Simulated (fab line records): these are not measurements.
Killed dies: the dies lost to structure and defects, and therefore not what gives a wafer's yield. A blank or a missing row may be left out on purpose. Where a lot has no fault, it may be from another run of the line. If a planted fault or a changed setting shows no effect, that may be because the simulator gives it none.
Chamber matching + flow n5 finfet + cvd co-02 running N5_BEOL_M3_PRE_CLEAN_60: 3 sister chambers
The step time 15 s. 6 wafers are shown with their chamber, then 7 later ones without.

## EACH WAFER AND ITS CHAMBER
| wafer  | chamber | heater power w (W) |
|--------|---------|--------------------|
| L992.5 | 2       | 115                |
| L107.2 | 0       | 70                 |
| L107.3 | 2       | 114                |
| L107.6 | 1       | 119                |
| L110.1 | 0       | 71                 |
| L110.5 | 1       | 120                |

## WAFERS WITHOUT THEIR CHAMBER
| wafer  | heater power w (W) |
|--------|--------------------|
| L110.6 | 70                 |
| L112.2 | 118                |
| L112.4 | 120                |
| L112.5 | 117                |
| L113.1 | 117                |
| L113.3 | 69                 |
| L113.6 | 72                 |

## WHICH CHAMBER EACH ONE RAN IN
| wafer  | from the rows above     | in truth |
|--------|-------------------------|----------|
| L110.6 | 0                       | 0        |
| L112.2 | 1                       | 1        |
| L112.4 | 1                       | 1        |
| L112.5 | can't be placed: 1 or 2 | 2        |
| L113.1 | can't be placed: 1 or 2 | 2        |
| L113.3 | 0                       | 0        |
| L113.6 | 0                       | 0        |
Correctly placed: 5 of 7. Can't be placed from these rows: 2 (the true chamber is among the candidates in 2). 0 placed wrongly.
How it was worked out, from the rows above alone: a wafer's distance from a chamber is the root of the sum, over the readings, of the square of ((its reading less the chamber's mean) divided by the reading's scatter). If the next closest chamber is less than 2 further off than the closest, the wafer can't be placed; otherwise it belongs to the closest. For every chamber, the mean is computed from those of its wafers that are shown. The scatter is the square root of a quotient: the sum, over the shown wafers, of each reading's squared deviation from its chamber's mean, divided by wafers minus chambers.
